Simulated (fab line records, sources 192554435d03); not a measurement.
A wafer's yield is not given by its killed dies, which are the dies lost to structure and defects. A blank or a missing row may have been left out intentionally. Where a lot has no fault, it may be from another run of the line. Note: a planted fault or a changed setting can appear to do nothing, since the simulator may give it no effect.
Which tool did it?    flow n5 finfet    8 lots with 23 wafers sampled at 5 steps, on a route of 1938 steps

== WHAT THE GAUGES SHOWED, per wafer ==
N5_BEOL_M2_OCD_MEAS_38.
lot   measured      on      trench depth nm (nm)
L622  day 8 00:21   ocd-01  0 0.2
L623  day 8 11:34   ocd-02  0 0.5 0
L627  day 9 05:44   ocd-02  55.8 55.8 55.4
L628  day 9 10:46   ocd-02  56.2 56.7 54.3
L630  day 9 22:50   ocd-02  54.8 55.9 56.0
L631  day 10 10:21  ocd-01  54.6 55.7 54.6
L632  day 10 04:58  ocd-01  56.3 54.8 55.6
L638  day 11 18:53  ocd-02  55.8 56.2 54.9

== EACH LOT AND THE TOOL THAT RAN IT (in order: tool; ch and the chambers of the sampled wafers; start) ==
lot   N5_BEOL_M2_STRIP_19                 N5_BEOL_M2_ETCH_77                  N5_BEOL_M2_ETCH_70                  N5_BEOL_M2_TRENCH_ETCH_37
L622  rie diel-03 ch 0,3, day 7 18:17     rie diel-03 ch 2,3, day 7 19:40     rie diel-01 ch 1,3, day 7 23:59     rie diel-01 ch 1,3, day 8 00:11
L623  rie diel-01 ch 0,1, day 7 23:28     rie diel-01 ch 0,1,2, day 8 00:21   rie diel-01 ch 0,1,3, day 8 11:12   rie diel-01 ch 0,1,3, day 8 11:24
L627  rie diel-06 ch 1,2,3, day 9 01:41   rie diel-06 ch 0,1, day 9 02:45     rie diel-01 ch 0,2,3, day 9 05:22   rie diel-01 ch 0,2,3, day 9 05:35
L628  rie diel-01 ch 2,3, day 9 01:51     rie diel-06 ch 0,3, day 9 02:52     rie diel-03 ch 0,2,3, day 9 10:24   rie diel-03 ch 0,2,3, day 9 10:37
L630  rie diel-01 ch 0,1, day 9 21:03     rie diel-06 ch 0,1,3, day 9 21:43   rie diel-01 ch 0,1,2, day 9 22:28   rie diel-01 ch 0,1,2, day 9 22:40
L631  rie diel-03 ch 0,1,3, day 9 21:36   rie diel-03 ch 1,2,3, day 9 22:19   rie diel-01 ch 1,2,3, day 10 09:59  rie diel-01 ch 1,2,3, day 10 10:11
L632  rie diel-01 ch 0,2,3, day 9 23:47   rie diel-03 ch 0,1,3, day 10 00:20  rie diel-01 ch 0,1,3, day 10 04:37  rie diel-01 ch 0,1,3, day 10 04:49
L638  rie diel-06 ch 0,2,3, day 11 09:16  rie diel-01 ch 0,1,3, day 11 10:26  rie diel-01 ch 0,2, day 11 18:31    rie diel-01 ch 0,2, day 11 18:43
- N5_BEOL_M2_STRIP_19: strips in O2.
- N5_BEOL_M2_ETCH_77: etches underlayer in N2/H2, target depth 6.5 nm, time 5.2 s.
- N5_BEOL_M2_ETCH_70: etches SOC in N2/H2, target depth 80 nm, overetch 24 nm, time 130 s.
- N5_BEOL_M2_TRENCH_ETCH_37: etches SiOC in C4F6/O2, target depth 55.555 nm, time 29.2 s.

== THE ANSWER, worked out from the rows above alone ==
Rule: the lots themselves supply what counts as usual. The widest of any qualifying gaps counts: lots, ordered by their means at a reading, are off when they make up no more than a third of the lots, leave a main group of 4 or more, and stand apart from it by 3 or more times the standard deviation of that group's means. The tables above print the reading to a certain number of digits; a main group whose means all agree to those digits is not used. Also off: a lot with no number at a reading for which 4 or more lots have one. Any other lot the step has rows for is counted as sound.
Off at N5_BEOL_M2_OCD_MEAS_38 (trench depth nm): L622, L623. The main group: mean 55.5 nm, standard deviation 0.26.
If a tool, at a process step before that reading, ran all the lots that are off and no sound lot after the first of them, it fits. The gauges at N5_BEOL_M2_OCD_MEAS_38 are tried like those tools. Not one of the candidates tried fits.

== WHAT THE SIMULATOR HAD INSERTED ==
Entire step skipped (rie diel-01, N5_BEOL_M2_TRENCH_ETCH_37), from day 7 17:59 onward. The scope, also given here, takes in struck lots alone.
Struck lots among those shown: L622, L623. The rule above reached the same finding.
